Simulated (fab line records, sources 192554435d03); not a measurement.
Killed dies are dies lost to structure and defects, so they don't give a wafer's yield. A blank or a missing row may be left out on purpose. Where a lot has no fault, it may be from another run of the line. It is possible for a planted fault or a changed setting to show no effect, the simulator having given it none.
Which tool was responsible? ; flow n5 finfet ; 12 lots, 36 wafers sampled, at 4 steps of a route of 1938

WHAT THE GAUGES READ, wafer by wafer
N5_BEOL_M5_CD_MEAS_28: target cd 30.6 nm, target cd y 20 nm. Usual: cd nm 30.61 nm, standard deviation 0.27.
lot;measured;on;cd nm (nm);flag
L471;day 8 06:07;cd sem-01;30.81 30.93 30.85;
L472;day 8 23:52;cd sem-01;30.26 30.15 30.50;
L473;day 9 16:45;cd sem-02;30.21 30.64 30.36;
L476;day 9 16:34;cd sem-03;30.58 30.80 31.12;
L474;day 9 21:23;cd sem-02;30.40 30.54 30.52;
L478;day 9 23:26;cd sem-02;30.54 30.65 30.06;
L481;day 11 07:23;cd sem-02;30.27 30.35 30.26;
L483;day 12 00:58;cd sem-03;30.37 30.68 30.58;
L484;day 12 00:55;cd sem-01;30.91 30.45 30.27;
L485;day 12 17:59;cd sem-01;30.71 30.57 30.53;
L487;day 12 19:55;cd sem-02;30.88 30.78 30.97;
L491;day 14 00:52;cd sem-01;30.45 30.38 30.42;

WHICH TOOL RAN EACH LOT (tool, then ch and the chambers of the sampled wafers, then the start)
lot;N5_BEOL_M4_ANNEAL_89;N5_BEOL_M4_SPUTTER_92;N5_BEOL_M5_COAT_66
L471;pvd sputter-01, day 7 21:18;pvd sputter-01, day 7 21:40;litho track-05 ch 0, day 8 05:43
L472;pvd sputter-01, day 8 16:37;pvd sputter-01, day 8 16:59;litho track-04 ch 0, day 8 23:36
L473;pvd sputter-02, day 9 10:23;pvd sputter-02, day 9 10:44;litho track-05 ch 0, day 9 16:10
L476;pvd sputter-01, day 9 10:55;pvd sputter-01, day 9 11:17;litho track-01 ch 0, day 9 16:10
L474;pvd sputter-01, day 9 14:49;pvd sputter-01, day 9 15:10;litho track-01 ch 0, day 9 21:07
L478;pvd sputter-03, day 9 16:15;pvd sputter-03, day 9 16:37;litho track-01 ch 0, day 9 23:02
L481;pvd sputter-02, day 10 23:44;pvd sputter-02, day 11 00:05;litho track-04 ch 0, day 11 07:07
L483;pvd sputter-03, day 11 15:55;pvd sputter-03, day 11 16:16;litho track-05 ch 0, day 12 00:35
L484;pvd sputter-01, day 11 19:08;pvd sputter-01, day 11 19:30;litho track-04 ch 0, day 12 00:29
L485;pvd sputter-01, day 12 10:37;pvd sputter-01, day 12 10:59;litho track-04 ch 0, day 12 17:41
L487;pvd sputter-03, day 12 11:21;pvd sputter-03, day 12 11:43;litho track-04 ch 0, day 12 19:29
L491;pvd sputter-02, day 13 16:10;pvd sputter-02, day 13 16:32;litho track-05 ch 0, day 14 00:35
- N5_BEOL_M4_ANNEAL_89: time 240 s.
- N5_BEOL_M4_SPUTTER_92: material Cu, target thk 4.5 nm, time 8.29 s.
- N5_BEOL_M5_COAT_66: time 60 s, resist thk 12 nm.

AS READ BY THE TOOLS THEMSELVES (means over the sampled wafers that have a number; for cases with no such wafer, the mark the record gives instead)
N5_BEOL_M4_ANNEAL_89. Usual: heater power w 822 W, standard deviation 65; susceptor_temp_C_max 401.0, standard deviation 0.33.
lot;tool;heater power w (W);susceptor_temp_C_max;flag
L471;pvd sputter-01;832;400.6;
L472;pvd sputter-01;786;401.0;
L473;pvd sputter-02;836;401.0;
L476;pvd sputter-01;713;400.6;
L474;pvd sputter-01;784;400.8;
L478;pvd sputter-03;806;400.8;
L481;pvd sputter-02;847;401.0;
L483;pvd sputter-03;871;401.2;
L484;pvd sputter-01;764;401.3;
L485;pvd sputter-01;779;400.8;
L487;pvd sputter-03;831;401.2;
L491;pvd sputter-02;840;400.9;

N5_BEOL_M4_SPUTTER_92. Usual: throttle valve pct 29.8 %, standard deviation 1.1.
lot;tool;throttle valve pct (%);flag
L471;pvd sputter-01;30.4;
L472;pvd sputter-01;29.9;
L473;pvd sputter-02;31.5;
L476;pvd sputter-01;28.8;
L474;pvd sputter-01;29.7;
L478;pvd sputter-03;29.1;
L481;pvd sputter-02;30.6;
L483;pvd sputter-03;29.5;
L484;pvd sputter-01;29.6;
L485;pvd sputter-01;30.0;
L487;pvd sputter-03;29.8;
L491;pvd sputter-02;29.8;

N5_BEOL_M5_COAT_66. Usual: exhaust pa 45.0 Pa, standard deviation 0.79; spin speed rpm 1500.0 rpm, standard deviation 0.96.
lot;tool;exhaust pa (Pa);spin speed rpm (rpm);flag
L471;litho track-05;44.0;1499.9;
L472;litho track-04;44.9;1499.4;
L473;litho track-05;45.3;1500.3;
L476;litho track-01;45.4;1499.8;
L474;litho track-01;46.0;1499.8;
L478;litho track-01;44.7;1499.5;
L481;litho track-04;44.6;1499.5;
L483;litho track-05;45.3;1500.8;
L484;litho track-04;45.2;1625.4;OFF
L485;litho track-04;45.2;1626.2;OFF
L487;litho track-04;44.3;1625.6;OFF
L491;litho track-05;46.0;1499.9;

THE ANSWER, worked out from the rows above alone
Rule: take the mean of a lot's wafers that have a number; if it is more than 3 standard deviations from the usual mean, the lot is off. Also off: a lot with no number at a reading for which 4 or more lots have one. All remaining lots with rows at the step are treated as sound. After the gauges, taken in route order, come the tools' own readings; for these a lot's mean is taken, as printed above. At the first step where some lot is off, the reading lying furthest off is the one used; lots without a number count as furthest.
Off: L484, L485, L487, at N5_BEOL_M5_COAT_66 (spin speed rpm).
A tool fits if, at that step or a process step before it, it ran every lot that is off, and no sound lot after the first of them. One candidate fits, namely litho track-04 at N5_BEOL_M5_COAT_66. A fault onset in the window from L481 (day 11 07:07, its last sound lot) to L484 (day 12 00:29, its first lot off) fits.
The tool's own readings at N5_BEOL_M5_COAT_66 bear it out: on the lots that are off they differ by more than 5 times the standard deviation of the sound lots' means. spin speed rpm reads 1625.7 rpm there against 1499.9 rpm on the sound lots.

WHAT THE SIMULATOR PUT IN
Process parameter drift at N5_BEOL_M5_COAT_66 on litho track-04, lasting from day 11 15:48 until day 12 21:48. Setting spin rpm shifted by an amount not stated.
Struck lots among those shown: L484, L485, L487. The rule given above showed the same thing.
